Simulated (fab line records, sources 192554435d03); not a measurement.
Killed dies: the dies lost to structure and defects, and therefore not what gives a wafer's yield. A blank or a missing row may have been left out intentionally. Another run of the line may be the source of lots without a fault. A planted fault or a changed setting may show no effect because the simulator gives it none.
Which of the tools did it?    flow n5_finfet    72 wafers from 24 lots sampled at 5 of the route's 1938 steps

## WHAT THE GAUGES READ, wafer by wafer
N5_BEOL_M14_CD_MEAS_17: the cd target is 250 nm. Usual: cd_nm 249.9 nm, standard deviation 2.7.
lot   measured      on         cd_nm (nm)         flag
L076  day 11 04:05  cd_sem-01  244.6 246.1 251.0  
L075  day 11 12:32  cd_sem-03  244.2 246.3 247.7  
L074  day 11 14:35  cd_sem-01  252.4 249.7 250.1  
L081  day 12 12:41  cd_sem-01  254.9 253.8 250.1  
L077  day 12 13:16  cd_sem-03  245.9 255.3 250.1  
L078  day 12 13:59  cd_sem-01  253.4 250.8 251.1  
L079  day 12 19:51  cd_sem-03  249.8 251.0 254.9  
L080  day 12 20:11  cd_sem-03  251.8 247.3 246.7  
L082  day 13 10:19  cd_sem-01  249.1 252.2 252.7  
L084  day 13 18:32  cd_sem-01  252.6 251.8 251.1  
L083  day 13 19:31  cd_sem-01  248.9 252.7 246.3  
L085  day 14 02:04  cd_sem-01  252.2 254.2 252.8  
L086  day 14 05:37  cd_sem-01  248.2 251.9 252.4  
L087  day 14 09:45  cd_sem-01  244.3 248.8 250.8  
L089  day 14 18:01  cd_sem-03  251.3 250.8 246.7  
L088  day 14 18:32  cd_sem-03  249.2 249.8 251.2  
L090  day 14 19:22  cd_sem-03  245.3 247.9 252.1  
L091  day 15 03:56  cd_sem-03  253.5 250.9 253.0  
L093  day 16 00:53  cd_sem-02  241.5 248.1 248.9  
L092  day 16 01:18  cd_sem-02  248.7 244.8 247.6  
L095  day 16 07:14  cd_sem-01  246.1 249.6 246.8  
L094  day 16 07:36  cd_sem-02  247.7 255.3 254.5  
L096  day 16 14:17  cd_sem-03  248.4 248.7 248.1  
L097  day 16 16:28  cd_sem-01  253.9 251.4 251.1  

N5_BEOL_M14_OVL_MEAS_29. Usual: M14_OVL 3 nm, standard deviation 4.6.
lot   measured      on          M14_OVL (nm)  flag
L076  day 11 04:26  overlay-01  -3 0 1        
L075  day 11 13:02  overlay-02  1 1 0         
L074  day 11 14:56  overlay-01  5 -4 5        
L081  day 12 13:10  overlay-01  -5 2 3        
L077  day 12 13:44  overlay-01  -1 0 -1       
L078  day 12 14:20  overlay-01  1 4 3         
L079  day 12 20:14  overlay-01  9 4 12        
L080  day 12 20:33  overlay-01  3 5 -1        
L082  day 13 10:41  overlay-02  -1 5 4        
L084  day 13 19:01  overlay-02  -4 -1 -4      
L083  day 13 19:53  overlay-02  1 -6 -3       
L085  day 14 02:32  overlay-02  4 0 3         
L086  day 14 05:58  overlay-02  3 7 2         
L087  day 14 10:14  overlay-02  0 1 0         
L089  day 14 18:29  overlay-01  0 3 -8        
L088  day 14 18:53  overlay-02  11 6 7        
L090  day 14 19:43  overlay-02  8 -5 9        
L091  day 15 04:17  overlay-01  -1 5 3        
L093  day 16 01:14  overlay-01  -2 -3 6       
L092  day 16 01:47  overlay-01  10 11 12      
L095  day 16 07:36  overlay-02  8 4 3         
L094  day 16 07:58  overlay-02  9 15 13       
L096  day 16 14:38  overlay-01  5 5 0         
L097  day 16 16:49  overlay-01  2 4 3         

N5_BEOL_M14_OCD_MEAS_35. Usual: trench_depth_nm 559 nm, standard deviation 17.
lot   measured      on      trench_depth_nm (nm)  flag
L076  day 11 05:15  ocd-01  550 540 578           
L075  day 11 13:42  ocd-02  555 571 563           
L074  day 11 15:37  ocd-01  548 537 580           
L081  day 12 13:50  ocd-01  537 548 551           
L077  day 12 14:29  ocd-02  587 544 546           
L078  day 12 15:11  ocd-02  547 545 541           
L079  day 12 21:08  ocd-01  565 553 565           
L080  day 12 21:38  ocd-02  556 573 557           
L082  day 13 11:41  ocd-02  556 554 565           
L084  day 13 20:02  ocd-02  543 540 544           
L083  day 13 20:44  ocd-02  551 542 545           
L085  day 14 04:25  ocd-01  555 581 554           
L086  day 14 07:46  ocd-01  545 547 548           
L087  day 14 10:54  ocd-01  553 565 564           
L089  day 14 19:31  ocd-02  559 538 545           
L088  day 14 19:53  ocd-02  578 599 597           
L090  day 14 20:41  ocd-02  562 540 565           
L091  day 15 05:26  ocd-01  551 575 575           
L093  day 16 01:55  ocd-01  570 560 544           
L092  day 16 02:27  ocd-02  577 591 571           
L095  day 16 08:16  ocd-02  553 566 548           
L094  day 16 08:37  ocd-01  540 537 543           
L096  day 16 15:20  ocd-02  535 576 584           
L097  day 16 17:29  ocd-01  549 563 584           

N5_BEOL_M15_THK_MEAS_01. Usual: M15_ILD_THK 1632 nm, standard deviation 24.
lot   measured      on             M15_ILD_THK (nm)  flag
L076  day 11 08:27  film_metro-01  1603 1615 1643    
L075  day 11 19:51  film_metro-01  1612 1621 1645    
L074  day 11 18:34  film_metro-02  1594 1591 1624    
L081  day 12 19:37  film_metro-02  1596 1629 1629    
L077  day 12 19:50  film_metro-02  1596 1612 1676    
L078  day 12 20:01  film_metro-02  1597 1668 1638    
L079  day 13 02:53  film_metro-02  1597 1603 1629    
L080  day 13 03:28  film_metro-01  1612 1632 1672    
L082  day 13 16:10  film_metro-02  1604 1647 1594    
L084  day 14 00:37  film_metro-01  1673 1625 1637    
L083  day 14 01:37  film_metro-01  1598 1634 1599    
L085  day 14 08:01  film_metro-01  1617 1668 1631    
L086  day 14 10:37  film_metro-02  1621 1640 1646    
L087  day 14 17:22  film_metro-01  1605 1600 1681    
L089  day 14 21:36  film_metro-02  1653 1643 1650    
L088  day 15 00:03  film_metro-02  1629 1592 1666    
L090  day 15 01:23  film_metro-02  1611 1630 1658    
L091  day 15 08:17  film_metro-01  1612 1634 1655    
L093  day 16 06:39  film_metro-02  1589 1598 1610    
L092  day 16 09:12  film_metro-02  1658 1652 1663    
L095  day 16 12:14  film_metro-02  1633 1610 1642    
L094  day 16 12:53  film_metro-01  1654 1655 1674    
L096  day 16 19:04  film_metro-01  1617 1685 1647    
L097  day 16 22:50  film_metro-02  1624 1656 1659    

## TOOL THAT RAN EACH LOT (tool first, then ch and the chambers of the sampled wafers, then the start)
lot   N5_BEOL_M14_PRE_CLEAN_42
L076  pvd_sputter-03, day 11 06:55
L075  pvd_sputter-02, day 11 17:40
L074  pvd_sputter-02, day 11 16:47
L081  pvd_sputter-03, day 12 17:01
L077  pvd_sputter-02, day 12 17:05
L078  pvd_sputter-01, day 12 17:21
L079  pvd_sputter-03, day 13 00:50
L080  pvd_sputter-03, day 13 01:35
L082  pvd_sputter-01, day 13 14:38
L084  pvd_sputter-02, day 13 22:58
L083  pvd_sputter-02, day 13 23:59
L085  pvd_sputter-01, day 14 06:28
L086  pvd_sputter-03, day 14 08:37
L087  pvd_sputter-01, day 14 14:38
L089  pvd_sputter-03, day 14 20:05
L088  pvd_sputter-03, day 14 21:43
L090  pvd_sputter-01, day 14 22:40
L091  pvd_sputter-01, day 15 06:44
L093  pvd_sputter-02, day 16 04:56
L092  pvd_sputter-02, day 16 07:40
L095  pvd_sputter-01, day 16 10:42
L094  pvd_sputter-01, day 16 11:20
L096  pvd_sputter-02, day 16 17:25
L097  pvd_sputter-02, day 16 21:08
- N5_BEOL_M14_PRE_CLEAN_42: time 30 s.

## WHAT THE TOOLS THEMSELVES READ (means of the sampled wafers that have a number; where no wafer has one, the mark that the record gives instead)
N5_BEOL_M14_PRE_CLEAN_42. Usual: heater_power_w 479 W, standard deviation 72; susceptor_temp_C 299.98 C, standard deviation 0.18.
lot   tool            heater_power_w (W)  susceptor_temp_C (C)  flag
L076  pvd_sputter-03  494                 300.04                
L075  pvd_sputter-02  544                 299.77                
L074  pvd_sputter-02  574                 299.88                
L081  pvd_sputter-03  405                 300.14                
L077  pvd_sputter-02  456                 299.93                
L078  pvd_sputter-01  452                 299.95                
L079  pvd_sputter-03  517                 299.98                
L080  pvd_sputter-03  445                 299.94                
L082  pvd_sputter-01  451                 299.92                
L084  pvd_sputter-02  501                 300.05                
L083  pvd_sputter-02  494                 300.07                
L085  pvd_sputter-01  475                 300.05                
L086  pvd_sputter-03  473                 299.96                
L087  pvd_sputter-01  494                 300.10                
L089  pvd_sputter-03  438                 299.97                
L088  pvd_sputter-03  454                 299.95                
L090  pvd_sputter-01  488                 299.96                
L091  pvd_sputter-01  474                 299.99                
L093  pvd_sputter-02  516                 300.06                
L092  pvd_sputter-02  525                 300.07                
L095  pvd_sputter-01  461                 299.94                
L094  pvd_sputter-01  506                 299.96                
L096  pvd_sputter-02  523                 299.92                
L097  pvd_sputter-02  484                 299.96                

## THE ANSWER, worked out from the rows above alone
Rule: lot off if the mean of its wafers having a number is beyond 3 standard deviations from the usual mean. A lot without any number at a reading at which 4 lots or more have one is off too. All remaining lots with rows at the step are treated as sound. After the gauges, taken in route order, come the tools' own readings; for these a lot's mean is taken, as printed above. The first step at which some lot is off is used, and at that step the reading that is off furthest; a lot without a number counts as furthest.
No lot is off on any of the readings shown, so nothing can be concluded from this.

## WHAT THE SIMULATOR HAD PUT IN
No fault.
